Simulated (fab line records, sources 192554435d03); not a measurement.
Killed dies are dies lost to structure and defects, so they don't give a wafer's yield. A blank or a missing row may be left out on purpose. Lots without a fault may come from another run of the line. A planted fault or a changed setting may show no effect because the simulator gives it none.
A struck lot beside a sound one | flow n5_finfet | 16 steps out of a route of 1938
Sound: wafers L247.3, L247.4, L247.6. Struck: wafers L245.2, L245.4, L245.6. The cause comes at the end.
At each step with rows: each side's tool, then ch and its chambers, then its first start. Under that, the readings that differ: sound wafers | struck wafers | difference of the means | sigmas: that difference in standard deviations of wafers without a fault.
alike: readings whose means differ by less than 2 such deviations, and words and numbers that are the same on both sides. not compared: withheld readings, readings that some wafer has no value for, bounds like >300 that may hide the same value, and numbers for which the record gives no deviation and whose values overlap.
The two part at a step that has a row with sigmas, a row that says differs or no value, or rows on one side only. Numbers that don't overlap but have no deviation are shown without sigmas and don't part them. A reading that every wafer of one side lacks parts them only if that side has two wafers or more.

first, 9 steps without rows for these wafers: N5_BEOL_M3_COAT_76 (time 60 s, resist thk 5 nm); N5_BEOL_M3_COAT_22 (resist thk 30 nm); N5_BEOL_M3_EBR_24; N5_BEOL_M3_SOFTBAKE_23 (time 60 s); N5_BEOL_M3_EXPOSE_25 (exposes mask V2, defocus 5 nm); N5_BEOL_M3_PEB_26 (peb time 60 s); N5_BEOL_M3_DEVELOP_27 (develop time 30 s); N5_BEOL_M3_DESCUM_33 (chemistry O2, time 7 s); N5_BEOL_M3_ETCH_77 (etches underlayer in N2/H2, target depth 6.5 nm, time 5.2 s).
N5_BEOL_M3_ETCH_69: etches SiARC in CF4, target depth 15.6 nm, time 26 s.
  sound on rie_diel-05 ch 0,1,2, day 10 18:14; struck on rie_diel-05 ch 1,2,3, day 10 14:34
  no value came back on the struck wafers for any of 9 readings (bias_w (W), cf4_flow_sccm (sccm) and others); on the sound wafers bias_w (W) reads 36.09 36.19 35.70
  not compared: rf_hours_counter_h
then, 1 step without rows for these wafers: N5_BEOL_M3_ALD_98 (deposits SiO2, target thk 2.5 nm, pulse time 1 s, co reactant pulse time 1 s).
N5_BEOL_M3_ETCHBACK_99: etches SiO2 in CHF3, target depth 5 nm, time 10.4 s.
  sound on rie_diel-06 ch 0,1,2, day 10 19:22; struck on rie_diel-03 ch 0,2,3, day 10 15:50
  reading               | sound          | struck         | difference | sigmas
  oes_product_au (a.u.) | 0.94 0.99 0.75 | 0.30 0.27 0.27 | -0.61      | -8
  alike: chamber_pressure_mTorr, drypump_motor_current_A, rf_vpp_V, showerhead_plenum_p_Torr, throttle_valve_pct
  not compared: rf_hours_counter_h
N5_BEOL_M3_ETCH_70: etches SOC in N2/H2, target depth 80 nm, overetch 16 nm, time 120 s.
  sound on rie_diel-06 ch 0,1,2, day 10 19:24; struck on rie_diel-03 ch 0,2,3, day 10 15:52
  reading               | sound          | struck         | difference | sigmas
  oes_product_au (a.u.) | 0.72 0.74 0.58 | 0.30 0.27 0.26 | -0.40      | -7
  alike: bias_w, chamber_pressure_mTorr, drypump_motor_current_A, rf_vpp_V, showerhead_plenum_p_Torr, throttle_valve_pct
  not compared: rf_hours_counter_h
then, 1 step without rows for these wafers: N5_BEOL_M3_STRIP_71 (strips in N2/H2).
N5_BEOL_M4_RC_MEAS_101:
  the record has rows for the sound wafers here (prober-02 ch 0, day 11 14:09) and none for the struck ones
-- the record jumps here: 5 days lie between the struck wafers' starts before and after (it left off in module BEOL_M4 and takes up again in module PASSIVATION, whose first step shown is number 1936 of the route) --
N5_PASSIVATION_PROBE_49:
  the record has rows for the struck wafers here (prober-01, day 15 21:07) and none for the sound ones

WHERE THEY PART
First at N5_BEOL_M3_ETCH_69; last, within this record, at N5_PASSIVATION_PROBE_49.

WHY: what the simulator had put in
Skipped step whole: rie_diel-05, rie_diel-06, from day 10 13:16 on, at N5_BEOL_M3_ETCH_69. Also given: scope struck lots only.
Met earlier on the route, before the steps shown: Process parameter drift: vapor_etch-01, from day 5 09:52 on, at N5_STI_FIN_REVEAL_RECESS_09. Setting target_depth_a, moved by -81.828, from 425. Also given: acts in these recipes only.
